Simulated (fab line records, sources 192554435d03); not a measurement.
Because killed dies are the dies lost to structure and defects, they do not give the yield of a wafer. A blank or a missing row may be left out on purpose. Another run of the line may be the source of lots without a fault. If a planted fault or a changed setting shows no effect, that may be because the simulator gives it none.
Chamber matching || flow n5Finfet || 4 sister chambers for N5_HKMG_FIN_ETCH_32 on rieDiel-05
The step etches SOC in N2/H2, target depth 240 nm, time 300 s. 22 wafers are shown with their chamber, then 11 later ones without.

WAFERS PAIRED WITH THEIR CHAMBERS
{"wafer": "L078.3", "chamber": 0, "oesProductAu (a.u.)": 0.70, "showerheadPlenumPTorr (Torr)": 2.63, "drypumpMotorCurrentA (A)": 5.1}
{"wafer": "L078.4", "chamber": 2, "oesProductAu (a.u.)": 0.74, "showerheadPlenumPTorr (Torr)": 2.34, "drypumpMotorCurrentA (A)": 5.5}
{"wafer": "L078.6", "chamber": 0, "oesProductAu (a.u.)": 0.70, "showerheadPlenumPTorr (Torr)": 2.63, "drypumpMotorCurrentA (A)": 5.1}
{"wafer": "L079.1", "chamber": 2, "oesProductAu (a.u.)": 0.73, "showerheadPlenumPTorr (Torr)": 2.34, "drypumpMotorCurrentA (A)": 5.4}
{"wafer": "L079.4", "chamber": 1, "oesProductAu (a.u.)": 0.76, "showerheadPlenumPTorr (Torr)": 2.65, "drypumpMotorCurrentA (A)": 6.1}
{"wafer": "L079.6", "chamber": 2, "oesProductAu (a.u.)": 0.73, "showerheadPlenumPTorr (Torr)": 2.34, "drypumpMotorCurrentA (A)": 5.4}
{"wafer": "L080.1", "chamber": 2, "oesProductAu (a.u.)": 0.73, "showerheadPlenumPTorr (Torr)": 2.33, "drypumpMotorCurrentA (A)": 5.4}
{"wafer": "L080.2", "chamber": 0, "oesProductAu (a.u.)": 0.70, "showerheadPlenumPTorr (Torr)": 2.63, "drypumpMotorCurrentA (A)": 5.1}
{"wafer": "L080.3", "chamber": 1, "oesProductAu (a.u.)": 0.76, "showerheadPlenumPTorr (Torr)": 2.65, "drypumpMotorCurrentA (A)": 6.1}
{"wafer": "L082.2", "chamber": 0, "oesProductAu (a.u.)": 0.70, "showerheadPlenumPTorr (Torr)": 2.62, "drypumpMotorCurrentA (A)": 5.1}
{"wafer": "L082.3", "chamber": 2, "oesProductAu (a.u.)": 0.73, "showerheadPlenumPTorr (Torr)": 2.33, "drypumpMotorCurrentA (A)": 5.5}
{"wafer": "L082.6", "chamber": 0, "oesProductAu (a.u.)": 0.70, "showerheadPlenumPTorr (Torr)": 2.62, "drypumpMotorCurrentA (A)": 5.1}
{"wafer": "L083.1", "chamber": 2, "oesProductAu (a.u.)": 0.72, "showerheadPlenumPTorr (Torr)": 2.33, "drypumpMotorCurrentA (A)": 5.5}
{"wafer": "L083.3", "chamber": 1, "oesProductAu (a.u.)": 0.76, "showerheadPlenumPTorr (Torr)": 2.65, "drypumpMotorCurrentA (A)": 6.1}
{"wafer": "L083.6", "chamber": 2, "oesProductAu (a.u.)": 0.73, "showerheadPlenumPTorr (Torr)": 2.33, "drypumpMotorCurrentA (A)": 5.5}
{"wafer": "L084.1", "chamber": 3, "oesProductAu (a.u.)": 1.00, "showerheadPlenumPTorr (Torr)": 2.50, "drypumpMotorCurrentA (A)": 5.5}
{"wafer": "L084.2", "chamber": 2, "oesProductAu (a.u.)": 0.73, "showerheadPlenumPTorr (Torr)": 2.33, "drypumpMotorCurrentA (A)": 5.5}
{"wafer": "L084.5", "chamber": 1, "oesProductAu (a.u.)": 0.76, "showerheadPlenumPTorr (Torr)": 2.64, "drypumpMotorCurrentA (A)": 6.1}
{"wafer": "L090.2", "chamber": 1, "oesProductAu (a.u.)": 0.75, "showerheadPlenumPTorr (Torr)": 2.64, "drypumpMotorCurrentA (A)": 6.2}
{"wafer": "L090.3", "chamber": 2, "oesProductAu (a.u.)": 0.71, "showerheadPlenumPTorr (Torr)": 2.33, "drypumpMotorCurrentA (A)": 5.5}
{"wafer": "L090.5", "chamber": 2, "oesProductAu (a.u.)": 0.72, "showerheadPlenumPTorr (Torr)": 2.33, "drypumpMotorCurrentA (A)": 5.5}
{"wafer": "L091.3", "chamber": 2, "oesProductAu (a.u.)": 0.71, "showerheadPlenumPTorr (Torr)": 2.33, "drypumpMotorCurrentA (A)": 5.5}

SIGNATURES (means of the wafers above)
{"reading": "oesProductAu", "chamber 0": 0.7000, "chamber 1": 0.7580, "chamber 2": 0.7255, "chamber 3": 1.0000, "scatter within a chamber": 0.00728}
{"reading": "showerheadPlenumPTorr", "chamber 0": 2.6260, "chamber 1": 2.6460, "chamber 2": 2.3327, "chamber 3": 2.5000, "scatter within a chamber": 0.00505}
{"reading": "drypumpMotorCurrentA", "chamber 0": 5.100, "chamber 1": 6.120, "chamber 2": 5.473, "chamber 3": 5.500, "scatter within a chamber": 0.0407}
Rule: a wafer's distance from a chamber is the root of the sum, over the readings, of the square of ((its reading less the chamber's mean) divided by the reading's scatter). The wafer belongs to the nearest chamber; if the next one is less than 2 further off, it can't be placed. The scatter is the square root of a quotient: the sum, over the shown wafers, of each reading's squared deviation from its chamber's mean, divided by wafers minus chambers.

WAFERS WHOSE CHAMBER IS MISSING
{"wafer": "L091.4", "oesProductAu (a.u.)": 0.75, "showerheadPlenumPTorr (Torr)": 2.64, "drypumpMotorCurrentA (A)": 6.1}
{"wafer": "L091.6", "oesProductAu (a.u.)": 0.71, "showerheadPlenumPTorr (Torr)": 2.33, "drypumpMotorCurrentA (A)": 5.5}
{"wafer": "L093.1", "oesProductAu (a.u.)": 0.70, "showerheadPlenumPTorr (Torr)": 2.32, "drypumpMotorCurrentA (A)": 5.5}
{"wafer": "L093.4", "oesProductAu (a.u.)": 0.94, "showerheadPlenumPTorr (Torr)": 2.50, "drypumpMotorCurrentA (A)": 5.5}
{"wafer": "L093.6", "oesProductAu (a.u.)": 0.93, "showerheadPlenumPTorr (Torr)": 2.50, "drypumpMotorCurrentA (A)": 5.6}
{"wafer": "L095.3", "oesProductAu (a.u.)": 0.93, "showerheadPlenumPTorr (Torr)": 2.61, "drypumpMotorCurrentA (A)": 5.1}
{"wafer": "L095.5", "oesProductAu (a.u.)": 0.73, "showerheadPlenumPTorr (Torr)": 2.63, "drypumpMotorCurrentA (A)": 6.1}
{"wafer": "L095.6", "oesProductAu (a.u.)": 0.94, "showerheadPlenumPTorr (Torr)": 2.62, "drypumpMotorCurrentA (A)": 5.1}
{"wafer": "L097.2", "oesProductAu (a.u.)": 0.93, "showerheadPlenumPTorr (Torr)": 2.61, "drypumpMotorCurrentA (A)": 5.1}
{"wafer": "L097.4", "oesProductAu (a.u.)": 0.73, "showerheadPlenumPTorr (Torr)": 2.63, "drypumpMotorCurrentA (A)": 6.1}
{"wafer": "L097.5", "oesProductAu (a.u.)": 0.70, "showerheadPlenumPTorr (Torr)": 2.32, "drypumpMotorCurrentA (A)": 5.5}

WHICH CHAMBER EACH ONE RAN IN
{"wafer": "L091.4", "from the rows above": 1, "in truth": 1}
{"wafer": "L091.6", "from the rows above": 2, "in truth": 2}
{"wafer": "L093.1", "from the rows above": 2, "in truth": 2}
{"wafer": "L093.4", "from the rows above": 3, "in truth": 3}
{"wafer": "L093.6", "from the rows above": 3, "in truth": 3}
{"wafer": "L095.3", "from the rows above": 3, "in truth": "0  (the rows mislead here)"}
{"wafer": "L095.5", "from the rows above": 1, "in truth": 1}
{"wafer": "L095.6", "from the rows above": 3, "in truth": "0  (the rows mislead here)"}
{"wafer": "L097.2", "from the rows above": 3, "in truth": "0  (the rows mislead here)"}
{"wafer": "L097.4", "from the rows above": 1, "in truth": 1}
{"wafer": "L097.5", "from the rows above": 2, "in truth": 2}
8 of 11 placed correctly. Not placeable from these rows: 0. Placed wrongly: 3.
